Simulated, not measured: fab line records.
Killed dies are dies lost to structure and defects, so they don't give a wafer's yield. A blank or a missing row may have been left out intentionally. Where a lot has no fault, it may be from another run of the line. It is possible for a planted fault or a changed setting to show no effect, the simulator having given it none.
A single fault, viewed from 2 desks    flow n5-finfet    each desk has only its own numbers; what lay behind them comes last

== THE METROLOGY DESK ==
What the gauges read for every lot (on any tool): the sampled wafers with a number, averaged. Any lot whose mean is over 4 standard deviations away from the usual mean is out of limits and marked OUT; that distance is given in the brackets.
Columns: A = M12_THK at N5_BEOL_M12_THK_MEAS_50, usual 320 nm
lot   first seen here  A
L748  day 11 01:12     320
L749  day 11 16:46     322
L750  day 11 21:02     317
L752  day 12 04:55     318
L754  day 13 04:37     320
L758  day 14 00:40     324
L763  day 15 11:21     322
L762  day 15 12:16     320
L765  day 15 22:39     313
L766  day 16 15:40     328
L768  day 17 02:50     319
This desk found nothing out of limits on any of the 11 lots.

== FOR THE TOOL OWNER'S DESK: litho-track-01 ==
The tool's own readings at N5_BEOL_M13_COAT_65 (time 60 s, resist thk 350 nm): means of the sampled wafers that have a number, for each lot that ran on this tool. Any lot whose mean is over 4 standard deviations away from the usual mean is out of limits and marked OUT; that distance is given in the brackets.
Columns: A = heater-power-total-W at N5_BEOL_M13_COAT_65, usual 500.4 W; B = plate-temp-C at N5_BEOL_M13_COAT_65, usual 250.01 C; C = resist-line-temp-C at N5_BEOL_M13_COAT_65, usual 23.00 C
lot   first seen here  A                B                         C
L752  day 12 06:17     500.9            250.05                    23.04
L758  day 14 02:05     501.0            249.95                    23.20
L763  day 15 12:39     454.2 (-26) OUT  230.74 (-99 or more) OUT  22.93
L762  day 15 13:43     454.7 (-25) OUT  230.81 (-99 or more) OUT  23.12
This desk's verdict: out of limits on L762, L763, starting with L763 at day 15 12:39 (heater-power-total-W at N5_BEOL_M13_COAT_65). Within limits: L752, L758.

== BROUGHT TOGETHER ==
The tool owner's desk could have raised an alarm at day 15 12:39, on L762, L763.
Metrology desk: nothing out of limits seen.
The metrology desk has L762, L763 on record, within its limits.
On litho-track-01, each named lot ran N5_BEOL_M13_COAT_65.

== WHAT THE SIMULATOR HAD INSERTED ==
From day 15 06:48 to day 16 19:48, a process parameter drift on litho-track-01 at N5_BEOL_M13_COAT_65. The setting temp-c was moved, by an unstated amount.
Lots struck among those shown: L762, L763.
How many hours passed from the start of the fault until each desk's first out-of-limits reading: the tool owner's desk, 6.
